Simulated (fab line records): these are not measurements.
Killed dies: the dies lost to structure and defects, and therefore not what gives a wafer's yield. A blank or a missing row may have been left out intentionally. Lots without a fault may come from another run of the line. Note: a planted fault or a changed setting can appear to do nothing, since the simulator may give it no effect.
Chamber matching    flow n5-finfet    N5_SDB_STRIP_21 on rie-diel-06 has 4 sister chambers
The step strips in CF4. 14 wafers are shown with their chamber, then 7 later ones without.

## WAFERS WITH THEIR CHAMBER
wafer   chamber  drypump-motor-current-A (A)  showerhead-plenum-p-Torr (Torr)  throttle-valve-pct (%)
L545.1  2        5.1                          1.85                             13.63
L545.4  0        5.2                          1.87                             13.94
L545.6  2        5.1                          1.85                             13.63
L549.1  1        5.2                          1.77                             13.81
L549.3  3        5.9                          1.74                             13.69
L549.5  0        5.2                          1.87                             13.94
L553.2  3        5.9                          1.74                             13.68
L553.5  0        5.2                          1.86                             13.95
L553.6  3        5.9                          1.74                             13.70
L555.1  2        5.1                          1.84                             13.68
L555.3  3        5.9                          1.74                             13.70
L555.5  2        5.2                          1.84                             13.68
L556.2  0        5.2                          1.86                             13.97
L556.3  2        5.1                          1.84                             13.68

SIGNATURES, as means of the wafers listed above
reading                   chamber 0  chamber 1  chamber 2  chamber 3  scatter within a chamber
drypump-motor-current-A   5.200      5.200      5.120      5.900      0.0283
showerhead-plenum-p-Torr  1.8650     1.7700     1.8440     1.7400     0.00469
throttle-valve-pct        13.9500    13.8100    13.6600    13.6925    0.0197
Rule: a wafer's distance from a chamber is the root of the sum, over the readings, of the square of ((its reading less the chamber's mean) divided by the reading's scatter). The wafer belongs to the nearest chamber; if the next one is less than 2 further off, it can't be placed. The scatter is the square root of a quotient: the sum, over the shown wafers, of each reading's squared deviation from its chamber's mean, divided by wafers minus chambers.

## WAFERS WITHOUT THEIR CHAMBER
wafer   drypump-motor-current-A (A)  showerhead-plenum-p-Torr (Torr)  throttle-valve-pct (%)
L556.6  5.1                          1.84                             13.70
L563.3  5.1                          1.84                             13.71
L563.5  5.2                          1.86                             14.00
L563.6  5.9                          1.73                             13.76
L565.1  5.2                          1.85                             14.02
L565.2  5.1                          1.84                             13.74
L565.5  5.2                          1.85                             14.03

## THE CHAMBER EACH PASSED THROUGH
wafer   from the rows above  in truth
L556.6  2                    2
L563.3  2                    2
L563.5  0                    0
L563.6  3                    3
L565.1  0                    0
L565.2  2                    2
L565.5  0                    0
Placed correctly: 7 of 7. From these rows, 0 cannot be placed. Placed wrongly: 0.
